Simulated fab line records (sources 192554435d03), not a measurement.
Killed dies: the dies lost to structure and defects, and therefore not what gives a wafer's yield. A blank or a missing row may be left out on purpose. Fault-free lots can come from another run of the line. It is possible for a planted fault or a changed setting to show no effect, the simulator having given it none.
Chamber matching	flow n5_finfet	N5_BEOL_M13_DESCUM_33 on rie_diel-01 has 4 sister chambers
The step chemistry O2, time 7.9 s. 18 wafers are shown with their chamber, then 9 later ones without.

## WAFERS, EACH WITH ITS CHAMBER
wafer	chamber	drypump_motor_current_A (A)	showerhead_plenum_p_Torr (Torr)	throttle_valve_pct (%)
L079.1	3	6.0	2.08	20.34
L079.4	0	6.1	2.16	20.48
L079.5	1	6.3	2.01	20.12
L081.1	3	6.0	2.08	20.36
L081.3	1	6.3	2.01	20.11
L081.6	2	5.1	2.02	20.65
L086.3	3	6.0	2.08	20.36
L086.5	1	6.3	2.01	20.13
L086.6	2	5.1	2.02	20.67
L091.2	0	6.1	2.16	20.49
L091.3	1	6.3	2.01	20.13
L091.6	0	6.0	2.16	20.49
L090.3	0	6.1	2.15	20.48
L090.4	0	6.1	2.15	20.49
L090.5	1	6.3	2.01	20.15
L089.1	1	6.3	2.01	20.15
L089.2	0	6.1	2.15	20.50
L089.6	3	6.0	2.08	20.37

SIGNATURES (means of the wafers above)
reading	chamber 0	chamber 1	chamber 2	chamber 3	scatter within a chamber
drypump_motor_current_A	6.083	6.300	5.100	6.000	0.0244
showerhead_plenum_p_Torr	2.1550	2.0100	2.0200	2.0800	0.00327
throttle_valve_pct	20.4883	20.1317	20.6600	20.3575	0.0127
Rule: a wafer lies at a distance from a chamber equal to the root of the sum of squares, over the readings, of (its reading less the chamber's mean, divided by the reading's scatter). If the next closest chamber is less than 2 further off than the closest, the wafer can't be placed; otherwise it belongs to the closest. The scatter: the root of (the sum of the squares of (reading less its chamber's mean) over the shown wafers, divided by (wafers less chambers)).

## WAFERS WITHOUT THEIR CHAMBER
wafer	drypump_motor_current_A (A)	showerhead_plenum_p_Torr (Torr)	throttle_valve_pct (%)
L092.1	6.3	2.00	20.15
L092.2	6.1	2.15	20.51
L092.5	5.1	2.02	20.68
L093.1	5.1	2.02	20.67
L093.2	6.0	2.15	20.49
L093.5	6.4	2.00	20.15
L096.2	6.3	2.00	20.18
L096.5	6.0	2.07	20.40
L096.6	6.1	2.15	20.51

## CHAMBER TAKEN BY EACH
wafer	from the rows above	in truth
L092.1	1	1
L092.2	0	0
L092.5	2	2
L093.1	2	2
L093.2	0	0
L093.5	1	1
L096.2	1	1
L096.5	3	3
L096.6	0	0
Placed correctly: 9 of 9. Left unplaced by these rows: 0. Wrongly placed: 0.
